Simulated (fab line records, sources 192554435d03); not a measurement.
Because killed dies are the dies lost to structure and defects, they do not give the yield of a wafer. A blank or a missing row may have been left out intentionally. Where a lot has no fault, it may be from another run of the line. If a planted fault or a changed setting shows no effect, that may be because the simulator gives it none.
Split-lot trial :: flow n5-finfet :: route with 1938 steps; 7 lots, 21 wafers read

== THE SPLIT ==
At N5_PASSIVATION_ETCH_15 (etches SiCN in CF4/N2, target depth 75 nm, time 81.2 s), the setting bias-w was moved away from the recipe's 70 W on 7 of the 21 wafers read, by -14.0% to +17.2%. The other wafers ran this setting at the recipe's value.

The reading is taken at the split's own step.

== THE READING ==
rf-vpp-V, in V, at N5_PASSIVATION_ETCH_15 (etches SiCN in CF4/N2, target depth 75 nm, time 81.2 s). On this fab line, fault-free wafers typically give 381.8 V with a standard deviation of 2.3 V.

wafer: L075.2
tool, chamber at the split: rie-diel-06, 0
bias-w as run, W: 70
against the recipe: recipe
rf-vpp-V, V: 382.1
against lot-mates on the recipe: -

wafer: L075.3
tool, chamber at the split: rie-diel-06, 1
bias-w as run, W: 63.96
against the recipe: -8.6%
rf-vpp-V, V: 362.3
against lot-mates on the recipe: -20.2

wafer: L075.6
tool, chamber at the split: rie-diel-06, 0
bias-w as run, W: 70
against the recipe: recipe
rf-vpp-V, V: 382.9
against lot-mates on the recipe: -

wafer: L077.1
tool, chamber at the split: rie-diel-05, 0
bias-w as run, W: 70
against the recipe: recipe
rf-vpp-V, V: 382.3
against lot-mates on the recipe: -

wafer: L077.2
tool, chamber at the split: rie-diel-05, 1
bias-w as run, W: 70
against the recipe: recipe
rf-vpp-V, V: 383.5
against lot-mates on the recipe: -

wafer: L077.5
tool, chamber at the split: rie-diel-05, 3
bias-w as run, W: 70
against the recipe: recipe
rf-vpp-V, V: 385.7
against lot-mates on the recipe: -

wafer: L078.4
tool, chamber at the split: rie-diel-05, 1
bias-w as run, W: 70
against the recipe: recipe
rf-vpp-V, V: 383.9
against lot-mates on the recipe: -

wafer: L078.5
tool, chamber at the split: rie-diel-05, 3
bias-w as run, W: 70
against the recipe: recipe
rf-vpp-V, V: 384.9
against lot-mates on the recipe: -

wafer: L078.6
tool, chamber at the split: rie-diel-05, 0
bias-w as run, W: 70
against the recipe: recipe
rf-vpp-V, V: 385.2
against lot-mates on the recipe: -

wafer: L081.1
tool, chamber at the split: rie-diel-04, 2
bias-w as run, W: 70
against the recipe: recipe
rf-vpp-V, V: 381.4
against lot-mates on the recipe: -

wafer: L081.3
tool, chamber at the split: rie-diel-04, 1
bias-w as run, W: 82.06
against the recipe: +17.2%
rf-vpp-V, V: 421.5
against lot-mates on the recipe: +41.1

wafer: L081.5
tool, chamber at the split: rie-diel-04, 0
bias-w as run, W: 70
against the recipe: recipe
rf-vpp-V, V: 379.4
against lot-mates on the recipe: -

wafer: L082.1
tool, chamber at the split: rie-diel-04, 1
bias-w as run, W: 62.5
against the recipe: -10.7%
rf-vpp-V, V: 354.0
against lot-mates on the recipe: -26.9

wafer: L082.2
tool, chamber at the split: rie-diel-04, 3
bias-w as run, W: 62.5
against the recipe: -10.7%
rf-vpp-V, V: 351.2
against lot-mates on the recipe: -29.7

wafer: L082.5
tool, chamber at the split: rie-diel-04, 0
bias-w as run, W: 70
against the recipe: recipe
rf-vpp-V, V: 380.9
against lot-mates on the recipe: -

wafer: L090.2
tool, chamber at the split: rie-diel-06, 1
bias-w as run, W: 70
against the recipe: recipe
rf-vpp-V, V: 384.0
against lot-mates on the recipe: -

wafer: L090.4
tool, chamber at the split: rie-diel-06, 3
bias-w as run, W: 77.74
against the recipe: +11.1%
rf-vpp-V, V: 408.7
against lot-mates on the recipe: +25.2

wafer: L090.6
tool, chamber at the split: rie-diel-06, 1
bias-w as run, W: 70
against the recipe: recipe
rf-vpp-V, V: 383.0
against lot-mates on the recipe: -

wafer: L093.4
tool, chamber at the split: rie-diel-04, 3
bias-w as run, W: 70
against the recipe: recipe
rf-vpp-V, V: 376.9
against lot-mates on the recipe: -

wafer: L093.5
tool, chamber at the split: rie-diel-04, 0
bias-w as run, W: 60.18
against the recipe: -14.0%
rf-vpp-V, V: 344.4
against lot-mates on the recipe: -32.5

wafer: L093.6
tool, chamber at the split: rie-diel-04, 3
bias-w as run, W: 60.18
against the recipe: -14.0%
rf-vpp-V, V: 343.5
against lot-mates on the recipe: -33.4

FIT RESULTS
A straight line over all 21 wafers: rf-vpp-V changes by +2.54 V for each +1% of bias-w; r = +0.99; the points scatter about the line by 2.6 V.
The same after taking each lot's own level away (the mean of its wafers on the recipe; 21 wafers): +2.4 V for each +1%; r = +1.00; scatter 1.2 V.
That fit puts the effect of the largest move of bias-w on the reading at 41 V.
The lots' own levels span 376.90 to 384.67 V, that is 3.4 times the standard deviation above.
So the lot-to-lot level changes the slope little: the two slopes agree.
Check: with one of the wafers moved furthest among these (+17.2%) left out of the fit, the line predicts +41.3 V for it against its lot-mates. Against them it came out at +41.1 V.
Tool readings at the split's step, against how far the setting was moved: rf-vpp-V r = +0.99.

== FURTHER SPLITS ON THESE WAFERS ==
Other splits were also applied to these wafers ahead of the reading. Each is held against what the fit with the lots' levels taken away leaves over:
other split on the same wafers: N5_BEOL_M13_SPUTTER_43 time-s
wafers away from the commonest value: 7
r with rf-vpp-V (lot level and that fit taken away): +0.66

other split on the same wafers: N5_BEOL_M14_SPUTTER_43 time-s
wafers away from the commonest value: 4
r with rf-vpp-V (lot level and that fit taken away): +0.24

other split on the same wafers: N5_BEOL_M15_ILD_DEP_00 time-s
wafers away from the commonest value: 7
r with rf-vpp-V (lot level and that fit taken away): +0.10

other split on the same wafers: N5_MIM_TOP_SPUTTER_03 power-w
wafers away from the commonest value: 7
r with rf-vpp-V (lot level and that fit taken away): -0.19

== THE FILE'S OWN FIT ==
rf-vpp-V changes by +2.39 V for each +1% of bias-w, r = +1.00.
